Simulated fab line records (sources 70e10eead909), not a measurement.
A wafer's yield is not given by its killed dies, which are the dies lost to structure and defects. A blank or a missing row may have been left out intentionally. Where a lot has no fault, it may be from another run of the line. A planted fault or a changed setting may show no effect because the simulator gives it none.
Check of tool commonality | flow nand harc | 12 lots, 36 wafers sampled

REASON IT WAS OPENED
Flagged at NHARC_END_SORT_01: reading killed at array, on 2 of 12 lots. Wafers without a fault read 28, standard deviation 11.
Rule: a lot gets a flag if all its wafers with a number sit over 4 standard deviations from that mean, or if no wafer of it has a number. The rest of the lots are taken to be sound.

lot  | measured     | on        | killed at array, wafer by wafer | flag
L936 | day 20 01:54 | prober-02 | 8 12 13                         |
L937 | day 20 02:50 | prober-01 | 27 19 23                        |
L938 | day 20 12:46 | prober-01 | 34 21 19                        |
L942 | day 21 14:41 | prober-01 | 12 21 15                        |
L944 | day 21 17:04 | prober-02 | 31 21 29                        |
L943 | day 21 22:28 | prober-01 | 29 41 38                        |
L948 | day 22 02:00 | prober-02 | 34 36 40                        |
L946 | day 22 09:53 | prober-02 | 35 31 24                        |
L947 | day 22 14:04 | prober-01 | 37 39 36                        |
L954 | day 25 01:14 | prober-02 | 676 674 675                     | FLAGGED
L955 | day 25 02:11 | prober-01 | 673 669 669                     | FLAGGED
L957 | day 25 09:50 | prober-02 | 46 44 43                        |
The numbers of the flagged lots are 673 on average: +645 against the usual, or +59 standard deviations.

TOOL THAT RAN EACH LOT
4 process steps preceding the reading are held in the record, out of 1159 steps in the route. Every cell lists first the tool, next ch and the chambers used by the sampled wafers, and last the start.
lot  | flag    | NHARC_A_STAIRCASE_ETCH_223                    | NHARC_A_STAIRCASE_TRIM_224                    | NHARC_A_STAIRCASE_ETCH_230                    | NHARC_A_STAIRCASE_TRIM_231
L936 |         | rie diel-02 ch 1,2,3, day 11 18:05 or earlier | rie diel-02 ch 0,1,3, day 11 18:05 or earlier | rie diel-01 ch 0,1,3, day 11 18:05 or earlier | rie diel-01 ch 1,2, day 11 18:05
L937 |         | rie diel-01 ch 0,1,3, day 11 20:46 or earlier | rie diel-01 ch 0,1,3, day 11 20:46 or earlier | rie diel-01 ch 1,2,3, day 11 20:46 or earlier | rie diel-01 ch 0,3, day 11 20:46
L938 |         | rie diel-07 ch 0,1,3, day 12 04:53 or earlier | rie diel-07 ch 1,2,3, day 12 04:53 or earlier | rie diel-01 ch 1,2,3, day 12 04:53 or earlier | rie diel-01 ch 0,1,2, day 12 04:53
L942 |         | rie diel-01 ch 0,1,2, day 13 12:47 or earlier | rie diel-01 ch 0,1,3, day 13 12:47 or earlier | rie diel-01 ch 0,1,2, day 13 12:47 or earlier | rie diel-01 ch 1,2,3, day 13 12:47
L944 |         | rie diel-02 ch 0,2,3, day 13 15:41 or earlier | rie diel-02 ch 0,3, day 13 15:41 or earlier   | rie diel-07 ch 0,1, day 13 15:41 or earlier   | rie diel-07 ch 0,3, day 13 15:41
L943 |         | rie diel-02 ch 0,1,3, day 13 12:31 or earlier | rie diel-02 ch 0,1,3, day 13 12:31 or earlier | rie diel-02 ch 0,1,3, day 13 12:31 or earlier | rie diel-02 ch 0,1,2, day 13 12:31
L948 |         | rie diel-02 ch 0,2,3, day 14 07:37 or earlier | rie diel-02 ch 1,3, day 14 07:37 or earlier   | rie diel-02 ch 0,1,3, day 14 07:37 or earlier | rie diel-02 ch 0,3, day 14 07:37
L946 |         | rie diel-07 ch 0,1,2, day 14 04:41 or earlier | rie diel-07 ch 1,3, day 14 04:41 or earlier   | rie diel-07 ch 0,2,3, day 14 04:41 or earlier | rie diel-07 ch 0,2,3, day 14 04:41
L947 |         | rie diel-02 ch 0,1,2, day 14 10:31 or earlier | rie diel-02 ch 0,1, day 14 10:31 or earlier   | rie diel-07 ch 0,3, day 14 10:31 or earlier   | rie diel-07 ch 0,2,3, day 14 10:31
L954 | FLAGGED | rie diel-01 ch 1,2,3, day 16 04:23 or earlier | rie diel-01 ch 0,1,2, day 16 04:23 or earlier | rie diel-02 ch 1,3, day 16 04:23 or earlier   | rie diel-02 ch 0,1,3, day 16 04:23
L955 | FLAGGED | rie diel-02 ch 0,1,3, day 16 13:09 or earlier | rie diel-02 ch 0,1,3, day 16 13:09 or earlier | rie diel-02 ch 1,2, day 16 13:09 or earlier   | rie diel-02 ch 2,3, day 16 13:09
L957 |         | rie diel-07 ch 0,2,3, day 16 12:17 or earlier | rie diel-07 ch 2,3, day 16 12:17 or earlier   | rie diel-07 ch 1,2, day 16 12:17 or earlier   | rie diel-07 ch 0,2,3, day 16 12:17
What these steps do:
- NHARC_A_STAIRCASE_ETCH_223: etches the open film in C4F8/O2, target depth 100 nm, time 40.5 s.
- NHARC_A_STAIRCASE_TRIM_224: chemistry O2, time 211.2 s.
- NHARC_A_STAIRCASE_ETCH_230: etches the open film in C4F8/O2, target depth 100 nm, time 40.5 s.
- NHARC_A_STAIRCASE_TRIM_231: chemistry O2, time 211.2 s.
- NHARC_END_SORT_01

FLAGGED OVER TOTAL, TOOL BY TOOL (the gauges that took the reading come last)
step                       | tool        | lots run | flagged | share of the flagged lots | sound lots run after its first flagged lot
NHARC_A_STAIRCASE_ETCH_223 | rie diel-01 | 3        | 1       | some                      | 0
NHARC_A_STAIRCASE_ETCH_223 | rie diel-02 | 6        | 1       | some                      | 0
NHARC_A_STAIRCASE_ETCH_223 | rie diel-07 | 3        | 0       | none                      | -
NHARC_A_STAIRCASE_TRIM_224 | rie diel-01 | 3        | 1       | some                      | 0
NHARC_A_STAIRCASE_TRIM_224 | rie diel-02 | 6        | 1       | some                      | 0
NHARC_A_STAIRCASE_TRIM_224 | rie diel-07 | 3        | 0       | none                      | -
NHARC_A_STAIRCASE_ETCH_230 | rie diel-01 | 4        | 0       | none                      | -
NHARC_A_STAIRCASE_ETCH_230 | rie diel-02 | 4        | 2       | all                       | 0
NHARC_A_STAIRCASE_ETCH_230 | rie diel-07 | 4        | 0       | none                      | -
NHARC_A_STAIRCASE_TRIM_231 | rie diel-01 | 4        | 0       | none                      | -
NHARC_A_STAIRCASE_TRIM_231 | rie diel-02 | 4        | 2       | all                       | 0
NHARC_A_STAIRCASE_TRIM_231 | rie diel-07 | 4        | 0       | none                      | -
NHARC_END_SORT_01          | prober-01   | 6        | 1       | some                      | 0
NHARC_END_SORT_01          | prober-02   | 6        | 1       | some                      | 1 (L957)
With no start given for some of its lots, NHARC_A_STAIRCASE_ETCH_223 uses the hours and lot order of NHARC_A_STAIRCASE_TRIM_231. With no start given for some of its lots, NHARC_A_STAIRCASE_TRIM_224 uses the hours and lot order of NHARC_A_STAIRCASE_TRIM_231. With no start given for some of its lots, NHARC_A_STAIRCASE_ETCH_230 uses the hours and lot order of NHARC_A_STAIRCASE_TRIM_231.

WHAT THE TABLE PERMITS
Every flagged lot went through 2 rows of the table: rie diel-02 at NHARC_A_STAIRCASE_ETCH_230 and rie diel-02 at NHARC_A_STAIRCASE_TRIM_231.
- rie diel-02 at NHARC_A_STAIRCASE_ETCH_230 ran 4 lots, 2 of them flagged. Its last sound lot is L948 (day 14 07:37), its first flagged lot L954 (day 16 04:23): a fault that began between those two fits.
- rie diel-02 at NHARC_A_STAIRCASE_TRIM_231 ran 4 lots, 2 of them flagged. Its last sound lot is L948 (day 14 07:37), its first flagged lot L954 (day 16 04:23): a fault that began between those two fits. On the flagged lots its readings are blank where sound lots have values: chamber pressure mTorr, drypump motor current A, oes product au, rf vpp V and 2 more.
Just one tool remains: rie diel-02 at NHARC_A_STAIRCASE_ETCH_230 and NHARC_A_STAIRCASE_TRIM_231.

WHAT THE SIMULATOR PUT IN
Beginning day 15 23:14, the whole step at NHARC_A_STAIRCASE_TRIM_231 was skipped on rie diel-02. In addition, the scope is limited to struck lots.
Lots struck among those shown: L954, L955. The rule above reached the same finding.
